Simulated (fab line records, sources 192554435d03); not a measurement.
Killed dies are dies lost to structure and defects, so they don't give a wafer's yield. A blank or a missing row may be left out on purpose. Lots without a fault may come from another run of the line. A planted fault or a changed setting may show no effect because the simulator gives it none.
A struck lot beside a sound one | flow n5_finfet | 27 steps out of a route of 1938
Sound: wafers L628.2, L628.4, L628.6. Struck: wafers L643.2, L643.3, L643.5. The cause comes at the end.
At each step with rows: each side's tool, then ch and its chambers, then its first start. Under that, the readings that differ: sound wafers | struck wafers | difference of the means | sigmas: that difference in standard deviations of wafers without a fault.
alike: readings whose means differ by less than 2 such deviations, and words and numbers that are the same on both sides. not compared: withheld readings, readings that some wafer has no value for, bounds like >300 that may hide the same value, and numbers for which the record gives no deviation and whose values overlap.
The two part at a step that has a row with sigmas, a row that says differs or no value, or rows on one side only. Numbers that don't overlap but have no deviation are shown without sigmas and don't part them. A reading that every wafer of one side lacks parts them only if that side has two wafers or more.

N5_BEOL_M4_RC_MEAS_101:
  sound on prober-01 ch 0, day 7 19:46; struck on prober-01 ch 0, day 12 00:05
  alike: DIBL_N, DIBL_P, IOFF_N, IOFF_P, ION_N, ION_P, SS_N, SS_P, VT_N, VT_P
N5_BEOL_M5_ILD_DEP_00: deposits SiCOH lowk from DEMS/porogen, target thk 140.64 nm, time 25.9 s.
  sound on pecvd-01 ch 0,1,2, day 7 20:34; struck on pecvd-01 ch 0,1,2, day 12 00:53
  alike: heater_power_w, showerhead_plenum_p_Torr, throttle_valve_pct
then, 1 step without rows for these wafers: N5_BEOL_M5_CURE_79 (cures SiCOH lowk, time 240 s).
N5_BEOL_M5_THK_MEAS_01:
  sound on film_metro-01, day 7 21:08; struck on film_metro-01, day 12 01:28
  alike: M5_ILD_THK
then, 1 step without rows for these wafers: N5_BEOL_M5_PECVD_70 (deposits SiO2 from TEOS/O2, target thk 16 nm, time 18 s).
N5_BEOL_M5_HM_DEP_02: deposits TiN, target thk 20 nm.
  sound on pvd_sputter-03, day 7 21:39; struck on pvd_sputter-02, day 12 01:46
  alike: chamber_pressure_pa, throttle_valve_pct
then, 6 steps without rows for these wafers: N5_BEOL_M5_COAT_59 (time 60 s, resist thk 60 nm); N5_BEOL_M5_COAT_60 (time 60 s, resist thk 12 nm); N5_BEOL_M5_COAT_71 (time 60 s, resist thk 5 nm); N5_BEOL_M5_COAT_05 (resist thk 30 nm); N5_BEOL_M5_EBR_07; N5_BEOL_M5_SOFTBAKE_06 (time 60 s).
N5_BEOL_M5_EXPOSE_08: exposes mask M5, target cd 28 nm.
  sound on euv_scanner-02 ch 0, day 7 21:55; struck on euv_scanner-02 ch 0, day 12 02:10
  alike: mask
then, 2 steps without rows for these wafers: N5_BEOL_M5_PEB_09 (peb time 60 s); N5_BEOL_M5_DEVELOP_10 (develop time 30 s).
N5_BEOL_M5_CD_MEAS_11: target cd 27.74 nm.
  sound on cd_sem-01 ch 0, day 7 22:02; struck on cd_sem-01 ch 0, day 12 02:17
  alike: cd_nm
N5_BEOL_M5_OVL_MEAS_12:
  sound on overlay-01 ch 0, day 7 22:05; struck on overlay-02 ch 0, day 12 02:20
  alike: M5_OVL
N5_BEOL_M5_INSPECT_13: inspects for defects (brightfield).
  sound on defect_inspect-02, day 7 22:08; struck on defect_inspect-02, day 12 02:23
  alike: raw_defect_count
N5_BEOL_M5_DESCUM_16: chemistry O2, time 7 s.
  sound on rie_diel-04 ch 1,2,3, day 7 22:10; struck on rie_diel-03 ch 0,3, day 12 02:25
  alike: drypump_motor_current_A, o2_flow_sccm, oes_product_au, rf_vpp_V, showerhead_plenum_p_Torr, throttle_valve_pct
  not compared: rf_hours_counter_h
N5_BEOL_M5_ETCH_72: etches underlayer in N2/H2, target depth 6.5 nm, time 5.2 s.
  sound on rie_diel-04 ch 1,2,3, day 7 22:12; struck on rie_diel-03 ch 0,3, day 12 02:27
  alike: drypump_motor_current_A, etch_rf_on_time_s, n2_flow_sccm, oes_product_au, rf_vpp_V, showerhead_plenum_p_Torr, throttle_valve_pct
  not compared: rf_hours_counter_h, model.BEOL_M5.cd_nm
N5_BEOL_M5_ETCH_61: etches SiARC in CF4, target depth 15.6 nm, time 26 s.
  sound on rie_diel-04 ch 1,2,3, day 7 22:13; struck on rie_diel-03 ch 0,3, day 12 02:28
  alike: drypump_motor_current_A, etch_rf_on_time_s, oes_product_au, rf_vpp_V, showerhead_plenum_p_Torr, throttle_valve_pct
  not compared: rf_hours_counter_h
N5_BEOL_M5_ETCH_62: etches SOC in N2/H2, target depth 75 nm, overetch 15 nm, time 112.5 s.
  sound on rie_diel-04 ch 1,2,3, day 7 22:14; struck on rie_diel-03 ch 0,3, day 12 02:29
  alike: drypump_motor_current_A, n2_flow_sccm, oes_product_au, rf_vpp_V, showerhead_plenum_p_Torr, throttle_valve_pct
  not compared: rf_hours_counter_h
then, 3 steps without rows for these wafers: N5_BEOL_M5_STRIP_63 (strips in N2/H2); N5_BEOL_M5_STRIP_73 (strips in N2/H2); N5_BEOL_M5_STRIP_64 (strips in CF4).
N5_BEOL_M5_HM_OPEN_17: chemistry Cl2/BCl3, target TiN, target depth 20 nm, overetch 6 nm.
  sound on rie_metal-03 ch 0, day 7 22:25; struck on rie_metal-02 ch 1, day 12 02:41
  reading                     | sound        | struck         | difference | sigmas
  drypump_motor_current_A (A) | 4.9 5.0 5.0  | 6.3 6.3 6.3    | +1.3       | +2
  model.BEOL_M5.cd_nm (nm)    | 28 28.2 28.2 | 27.2 27.6 27.6 | -0.7       |
  alike: oes_product_au, throttle_valve_pct
  not compared: rf_hours_counter_h
then, 1 step without rows for these wafers: N5_BEOL_M5_STRIP_19 (strips in O2).

WHERE THEY PART
Only at N5_BEOL_M5_HM_OPEN_17, within this record.

WHY: what the simulator had put in
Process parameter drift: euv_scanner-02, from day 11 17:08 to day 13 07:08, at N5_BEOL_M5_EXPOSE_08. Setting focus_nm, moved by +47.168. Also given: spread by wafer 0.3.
